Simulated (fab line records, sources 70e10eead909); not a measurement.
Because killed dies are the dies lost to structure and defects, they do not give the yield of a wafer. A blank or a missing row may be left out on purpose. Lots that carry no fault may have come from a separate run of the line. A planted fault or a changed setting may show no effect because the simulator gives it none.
Check for tools in common -- flow nand-harc -- 30 wafers sampled across 10 lots

WHY IT WAS OPENED
Flagged at NHARC_A_M0_CD_MEAS_09: reading cd-nm, on 2 of 10 lots. Fault-free wafers read 79.9 nm, with a standard deviation of 0.58.
Rule: flag the lot when none of its wafers has a number, or when each of its wafers that has one lies beyond 4 standard deviations from that mean. All remaining lots are regarded as sound.

lot,measured,on,"cd-nm (nm), wafer by wafer",flag
L940,day 23 14:39,cd-sem-03,79.7 79.8 79.6,
L946,day 25 20:59,cd-sem-03,85.3 85.9 85.5,FLAGGED
L948,day 26 22:23,cd-sem-02,85.6 84.7 85.4,FLAGGED
L950,day 27 05:53,cd-sem-03,79.9 79.7 78.7,
L955,day 28 16:56,cd-sem-01,79.8 78.8 80.0,
L957,day 30 04:16,cd-sem-03,79.8 80.1 79.9,
L960,day 30 20:08,cd-sem-01,80.9 80.3 79.7,
L959,day 31 05:13,cd-sem-01,79.8 79.6 79.0,
L962,day 32 00:19,cd-sem-03,80.3 81.0 80.1,
L963,day 32 10:27,cd-sem-02,80.3 80.2 79.6,
On average the flagged lots' numbers are 85.4 nm, which is +5.5 nm against the usual, or +9 standard deviations.

EACH LOT AND THE TOOL IT RAN ON
The record holds 4 process steps before the reading, out of a route of 1302 steps. Every cell lists first the tool, next ch and the chambers used by the sampled wafers, and last the start.
lot,flag,NHARC_A_CONTACT_CVD_19,NHARC_A_BLC_ETCH_18,NHARC_A_BLC_STRIP_29,NHARC_A_M0_PEB_07
L940,,"cvd-w-02 ch 1, day 23 11:51 or earlier","rie-diel-07 ch 2,3, day 23 11:51 or earlier","rie-diel-07 ch 0,3, day 23 11:51","litho-track-01 ch 0, day 23 14:34"
L946,FLAGGED,"cvd-w-02 ch 0,1, day 25 18:08 or earlier","rie-diel-05 ch 0,1,2, day 25 18:08 or earlier","rie-diel-07 ch 1,2,3, day 25 18:08","litho-track-01 ch 0, day 25 20:55"
L948,FLAGGED,"cvd-w-02 ch 0,1, day 26 19:28 or earlier","rie-diel-05 ch 0,1, day 26 19:28 or earlier","rie-diel-07 ch 0,1,2, day 26 19:28","litho-track-01 ch 0, day 26 22:18"
L950,,"cvd-w-01 ch 0,1, day 27 03:11 or earlier","rie-diel-07 ch 0,2,3, day 27 03:11 or earlier","rie-diel-05 ch 0,1,3, day 27 03:11","litho-track-06 ch 0, day 27 05:48"
L955,,"cvd-w-01 ch 0,1, day 28 13:46 or earlier","rie-diel-05 ch 0,3, day 28 13:46 or earlier","rie-diel-10 ch 0,1,2, day 28 13:46","litho-track-06 ch 0, day 28 16:52"
L957,,"cvd-w-02 ch 0,1, day 30 01:26 or earlier","rie-diel-07 ch 0,3, day 30 01:26 or earlier","rie-diel-05 ch 0,1,3, day 30 01:26","litho-track-01 ch 0, day 30 04:11"
L960,,"cvd-w-02 ch 0,1, day 30 17:22 or earlier","rie-diel-05 ch 0,2,3, day 30 17:22 or earlier","rie-diel-07 ch 1,3, day 30 17:22","litho-track-01 ch 0, day 30 20:04"
L959,,"cvd-w-01 ch 0, day 31 02:25 or earlier","rie-diel-10 ch 0,1, day 31 02:25 or earlier","rie-diel-05 ch 0,1,2, day 31 02:25","litho-track-01 ch 0, day 31 05:09"
L962,,"cvd-w-02 ch 0,1, day 31 21:31 or earlier","rie-diel-10 ch 0,2,3, day 31 21:31 or earlier","rie-diel-05 ch 1,2,3, day 31 21:31","litho-track-01 ch 0, day 32 00:14"
L963,,"cvd-w-02 ch 0,1, day 32 07:41 or earlier","rie-diel-10 ch 2,3, day 32 07:41 or earlier","rie-diel-07 ch 1,3, day 32 07:41","litho-track-01 ch 0, day 32 10:22"
What the steps here do:
- NHARC_A_CONTACT_CVD_19: deposits W, target thk 300 nm, time 802 s.
- NHARC_A_BLC_ETCH_18: etches the open film in C4F8/O2/Ar, target depth 910 nm.
- NHARC_A_BLC_STRIP_29: strips in CF4.
- NHARC_A_M0_PEB_07: peb time 65 s.
- NHARC_A_M0_CD_MEAS_09: target cd 80 nm.

FLAGGED AGAINST TOTAL, ONE TOOL AT A TIME (gauges that did the reading follow at the end)
step,tool,lots run,flagged,share of the flagged lots,sound lots run after its first flagged lot
NHARC_A_CONTACT_CVD_19,cvd-w-01,3,0,none,-
NHARC_A_CONTACT_CVD_19,cvd-w-02,7,2,all,"4 (L957,L960,L962,L963)"
NHARC_A_BLC_ETCH_18,rie-diel-05,4,2,all,"2 (L955,L960)"
NHARC_A_BLC_ETCH_18,rie-diel-07,3,0,none,-
NHARC_A_BLC_ETCH_18,rie-diel-10,3,0,none,-
NHARC_A_BLC_STRIP_29,rie-diel-05,4,0,none,-
NHARC_A_BLC_STRIP_29,rie-diel-07,5,2,all,"2 (L960,L963)"
NHARC_A_BLC_STRIP_29,rie-diel-10,1,0,none,-
NHARC_A_M0_PEB_07,litho-track-01,8,2,all,"5 (L957,L960,L959,L962,L963)"
NHARC_A_M0_PEB_07,litho-track-06,2,0,none,-
NHARC_A_M0_CD_MEAS_09,cd-sem-01,3,0,none,-
NHARC_A_M0_CD_MEAS_09,cd-sem-02,2,1,some,1 (L963)
NHARC_A_M0_CD_MEAS_09,cd-sem-03,5,1,some,"3 (L950,L957,L962)"
Because NHARC_A_CONTACT_CVD_19 lacks a start for some lots, the hours and order of its lots are taken from NHARC_A_BLC_STRIP_29. Because NHARC_A_BLC_ETCH_18 lacks a start for some lots, the hours and order of its lots are taken from NHARC_A_BLC_STRIP_29.

WHAT THE TABLE PERMITS
4 rows of the table ran every flagged lot: cvd-w-02 at NHARC_A_CONTACT_CVD_19, rie-diel-05 at NHARC_A_BLC_ETCH_18, rie-diel-07 at NHARC_A_BLC_STRIP_29, litho-track-01 at NHARC_A_M0_PEB_07.
- cvd-w-02 at NHARC_A_CONTACT_CVD_19 ran 7 lots, 2 of them flagged. After the first flagged lot (L957, L960, L962, L963), sound lots still ran on it; a lasting fault on the whole tool would not permit that.
- rie-diel-05 at NHARC_A_BLC_ETCH_18 ran 4 lots, 2 of them flagged. After the first flagged lot (L955, L960), sound lots still ran on it; a lasting fault on the whole tool would not permit that.
- rie-diel-07 at NHARC_A_BLC_STRIP_29 ran 5 lots, 2 of them flagged. After the first flagged lot (L960, L963), sound lots still ran on it; a lasting fault on the whole tool would not permit that.
- litho-track-01 at NHARC_A_M0_PEB_07 ran 8 lots, 2 of them flagged. After the first flagged lot (L957, L960, L959, L962, L963), sound lots still ran on it; a lasting fault on the whole tool would not permit that. Its own readings (heater-power-total-W, plate-temp-C) fall more than 4 standard deviations out on all wafers of the flagged lots.
None of the table's rows ran every flagged lot and, after the first, no sound lot.

WHAT WAS PUT IN BY THE SIMULATOR
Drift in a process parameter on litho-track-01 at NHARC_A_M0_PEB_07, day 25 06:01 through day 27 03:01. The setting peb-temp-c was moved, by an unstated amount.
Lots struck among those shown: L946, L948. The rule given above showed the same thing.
